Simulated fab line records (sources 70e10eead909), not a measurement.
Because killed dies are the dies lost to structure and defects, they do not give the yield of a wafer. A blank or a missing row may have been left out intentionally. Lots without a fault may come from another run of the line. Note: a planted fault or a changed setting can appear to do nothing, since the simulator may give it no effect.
3 desks looking at one fault :: flow nand harc :: every desk sees just its own numbers, and what lay behind them comes last

## THE DEFECT DESK
Counts from the inspections along the route, per lot, as means over the sampled wafers that have a number. The brackets show how far a lot's mean lies from the usual mean; more than 4 standard deviations puts the lot out of limits, marked OUT.
Columns: A = raw defect count at NHARC_P_GATE_INSPECT_68, usual 221
lot: L607
first seen here: day 6 10:34
A: 266

lot: L608
first seen here: day 7 00:37
A: 158

lot: L609
first seen here: day 7 01:20
A: 263

lot: L610
first seen here: day 7 15:53
A: 150

lot: L612
first seen here: day 8 09:23
A: 178

lot: L613
first seen here: day 9 02:20
A: 164

lot: L614
first seen here: day 9 03:04
A: 292

lot: L616
first seen here: day 9 19:20
A: 219

lot: L615
first seen here: day 9 19:58
A: 274

lot: L623
first seen here: day 13 01:30
A: 300

lot: L624
first seen here: day 13 06:17
A: 235

lot: L625
first seen here: day 14 03:49
A: 148

lot: L626
first seen here: day 14 10:07
A: 184
Finding of this desk: none of the 13 lots has anything out of limits.

## THE METROLOGY DESK
Lot by lot, what the gauges showed, no matter which tool ran the lot: averages of those sampled wafers that carry a number. The brackets show how far a lot's mean lies from the usual mean; more than 4 standard deviations puts the lot out of limits, marked OUT.
Columns: A = overlay x nm at NHARC_P_CONTACT_OVL_MEAS_13, usual 0.0 nm; B = overlay y nm at NHARC_P_CONTACT_OVL_MEAS_13, usual -0.1 nm
lot: L607
first seen here: day 6 12:16
A: 0.5
B: -0.2

lot: L608
first seen here: day 7 02:19
A: 0.6
B: 1.2

lot: L609
first seen here: day 7 03:01
A: 1.5
B: -1.7

lot: L610
first seen here: day 7 17:35
A: -0.1
B: 0.7

lot: L612
first seen here: day 8 10:58
A: 0.4
B: -0.4

lot: L613
first seen here: day 9 04:01
A: -0.4
B: 1.1

lot: L614
first seen here: day 9 04:46
A: 0.0
B: -0.8

lot: L616
first seen here: day 9 20:55
A: 0.9
B: -0.4

lot: L615
first seen here: day 9 21:32
A: 0.2
B: -1.4

lot: L623
first seen here: day 13 03:04
A: 0.4
B: 0.2

lot: L624
first seen here: day 13 07:59
A: 0.8
B: -1.4

lot: L625
first seen here: day 14 05:23
A: -1.3
B: -0.1

lot: L626
first seen here: day 14 11:49
A: -0.5
B: 0.4
Finding of this desk: none of the 13 lots has anything out of limits.

## DESK OF THE TOOL OWNER: litho track-01
At NHARC_P_CONTACT_SOFTBAKE_07 (time 55 s), the tool's own readings, given per lot that ran on this tool as the mean of the sampled wafers with a number. The brackets show how far a lot's mean lies from the usual mean; more than 4 standard deviations puts the lot out of limits, marked OUT.
Columns: A = chill plate temp C at NHARC_P_CONTACT_SOFTBAKE_07, usual 22.98 C; B = heater power total W at NHARC_P_CONTACT_SOFTBAKE_07, usual 188.45 W; C = plate temp C at NHARC_P_CONTACT_SOFTBAKE_07, usual 104.98 C
lot: L609
first seen here: day 7 02:00
A: 22.97
B: 188.48
C: 105.02

lot: L612
first seen here: day 8 10:00
A: 22.95
B: 188.39
C: 105.11

lot: L613
first seen here: day 9 03:00
A: 22.82
B: 188.46
C: 104.87

lot: L614
first seen here: day 9 04:00
A: 23.01
B: 222.70 (+99 or more) OUT
C: -

lot: L616
first seen here: day 9 20:00
A: 23.02
B: 222.53 (+99 or more) OUT
C: -

lot: L623
first seen here: day 13 02:00
A: 23.07
B: 188.44
C: 105.01

lot: L626
first seen here: day 14 11:00
A: 22.97
B: 188.53
C: 104.82
This desk's finding: out of limits on L614, L616; first on L614, day 9 04:00 (heater power total W at NHARC_P_CONTACT_SOFTBAKE_07). Within limits: L609, L612, L613, L623, L626.

## BROUGHT TOGETHER
On L614, L616, at day 9 04:00, an alarm was possible from the tool owner's desk.
The defect desk saw nothing out of limits.
Metrology desk: nothing out of limits seen.
The defect desk has L614, L616 on record, within its limits.
The metrology desk holds a record of L614, L616, inside its limits.
NHARC_P_CONTACT_SOFTBAKE_07 was run on litho track-01 by each of the lots named.

## WHAT HAD BEEN PUT IN BY THE SIMULATOR
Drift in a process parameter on litho track-01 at NHARC_P_CONTACT_SOFTBAKE_07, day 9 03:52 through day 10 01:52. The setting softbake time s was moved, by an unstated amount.
Struck lots among those shown: L614, L616.
Hours from the fault's start to each desk's first reading out of limits: the tool owner's desk, 0.
